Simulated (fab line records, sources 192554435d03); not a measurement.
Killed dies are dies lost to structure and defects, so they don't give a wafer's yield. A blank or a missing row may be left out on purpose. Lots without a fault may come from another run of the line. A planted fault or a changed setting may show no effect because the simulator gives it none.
Chamber matching | flow n5_finfet | N5_GATE_CUT_SAC_CAP_01 on ald_sin-01: 4 sister chambers
The step material SiNx, target thk 24 nm, pulse time 1 s, ald cycles 480. 8 wafers are shown with their chamber, then 10 later ones without.

WAFERS WITH THEIR CHAMBER
wafer  | chamber | heater_power_w (W) | precursor_pulse_height_rel
L076.4 | 3       | 852                | 0.982
L082.2 | 3       | 822                | 0.992
L082.3 | 0       | 790                | 0.997
L082.4 | 2       | 751                | 0.999
L082.5 | 1       | 888                | 1.033
L082.6 | 2       | 737                | 0.962
L085.2 | 1       | 893                | 1.001
L085.3 | 0       | 773                | 0.973

WAFERS WITHOUT THEIR CHAMBER
wafer  | heater_power_w (W) | precursor_pulse_height_rel
L085.4 | 747                | 1.006
L092.1 | 916                | 1.000
L092.2 | 739                | 0.973
L092.6 | 835                | 1.013
L094.1 | 731                | 0.996
L094.2 | 797                | 1.022
L094.3 | 867                | 1.023
L096.2 | 749                | 0.995
L096.3 | 845                | 0.981
L096.6 | 927                | 0.998

WHICH CHAMBER EACH WENT THROUGH
wafer  | from the rows above     | in truth
L085.4 | can't be placed: 2 or 0 | 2
L092.1 | 1                       | 1
L092.2 | 2                       | 2
L092.6 | 3                       | 3
L094.1 | 2                       | 2
L094.2 | can't be placed: 0 or 3 | 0
L094.3 | can't be placed: 1 or 3 | 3
L096.2 | can't be placed: 2 or 0 | 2
L096.3 | 3                       | 3
L096.6 | 1                       | 1
Placed correctly: 6 of 10. Can't be placed from these rows: 4 (the true chamber is among the candidates in 4). Placed wrongly: 0.
How it was worked out, from the rows above alone: a wafer's distance from a chamber is the root of the sum, over the readings, of the square of ((its reading less the chamber's mean) divided by the reading's scatter). The wafer belongs to the nearest chamber; if the next one is less than 2 further off, it can't be placed. A chamber's mean is the mean of its shown wafers. The scatter: the root of (the sum of the squares of (reading less its chamber's mean) over the shown wafers, divided by (wafers less chambers)).
